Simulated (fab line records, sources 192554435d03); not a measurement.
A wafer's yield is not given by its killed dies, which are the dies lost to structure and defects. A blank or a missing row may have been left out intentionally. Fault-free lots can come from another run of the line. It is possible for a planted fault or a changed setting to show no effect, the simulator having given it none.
Code-filled problem report in 8D (eight disciplines) form :: flow n5_finfet :: the parts of the form that need people (team, actions taken, sign-off) are left out

== 1. WHAT WENT WRONG ==
etch_rf_on_time_s at N5_BEOL_M2_ETCH_63 reads a mean of 40.6 s on 3 wafers of 3 lots; wafers without a fault read 25.8 s with a standard deviation of 1. Measured from the usual mean, that is +15 standard deviations.
The step: etches SiARC in CF4, target depth 15.6 nm, time 26 s.
Seen first at day 9 20:01 on rie_diel-04, wafer L527.2. The record has a number at this step for 27 wafers belonging to 10 lots. Rule for "out", or "out of limits": more than 4 standard deviations from the usual mean. The rest of the wafers with a number are treated as sound.

== 2. WHAT IT IS AND WHAT IT IS NOT ==
question: which readings at this step
is: etch_rf_on_time_s
is not: cf4_flow_sccm, drypump_motor_current_A, rf_vpp_V, showerhead_plenum_p_Torr, throttle_valve_pct

question: which lots
is: L525, L526, L527
is not: L517, L519, L521, L523, L532, L533, L535

question: which wafers of those lots
is: L525.5, L526.5, L527.2
is not: L525.6, L526.4, L527.6

question: read on which tools
is: rie_diel-04
is not: rie_diel-01, rie_diel-06

question: when
is: from day 9 20:01
is not: up to then (13 sound wafers); but 11 sound wafers of L525, L526, L532, L533, L535 came after

== 3. WHAT RULES OUT EACH SUSPECT ==
Counting: any tool at a process step up to the reading remains a suspect provided it ran every lot that is out. Sound lots after the first of them don't rule it out here, since some wafers of a struck lot are sound.
- rie_diel-04 at N5_BEOL_M2_DESCUM_16 (chemistry O2, time 7 s): kept. Every lot that is out went through it, the first being L527 (day 9 19:58); the last sound lot it ran before that was L523 (day 8 23:37).
- rie_diel-04 at N5_BEOL_M2_ETCH_63 (etches SiARC in CF4, target depth 15.6 nm, time 26 s): kept. Every lot that is out went through it, the first being L527 (day 9 20:01); the last sound lot it ran before that was L523 (day 8 23:40). Its own readings are out on those wafers: etch_rf_on_time_s.
Left after counting: rie_diel-04 at N5_BEOL_M2_DESCUM_16, rie_diel-04 at N5_BEOL_M2_ETCH_63.

== 4. THE CAUSE (what the simulator had put in) ==
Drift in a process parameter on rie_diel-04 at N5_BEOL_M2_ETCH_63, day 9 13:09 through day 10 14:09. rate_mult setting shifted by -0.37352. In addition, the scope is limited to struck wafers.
This tool is one of the 2 suspects left after counting.

== 5. SEQUENCE OF EFFECTS, ordered by route ==
One row per reading whose mean, taken over the struck wafers that have a number, lies over 3 standard deviations from the usual. Only readings for which the record gives a usual standard deviation are gone through. hours: the time from each lot's start at the first step in this table that gives one to its start at this step, as a median over the lots. sigmas: the change in usual standard deviations.
hours: 0
step: N5_BEOL_M2_ETCH_63
reading: etch_rf_on_time_s
usual: 25.8 s
on struck wafers: 40.6
change: +14.8
sigmas: +15
Here are the process steps it includes:
- N5_BEOL_M2_ETCH_63: etches SiARC in CF4, target depth 15.6 nm, time 26 s.
Later steps that measure or inspect, where all struck wafers having a row at the step show a number for every such reading and not one has moved that far: N5_BEOL_M4_RC_MEAS_101.

== 6. HOW IT WOULD HAVE BEEN CAUGHT EARLIER ==
First out-of-limits reading in this record: day 9 20:01, which is 7 hours after fault onset at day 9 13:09.
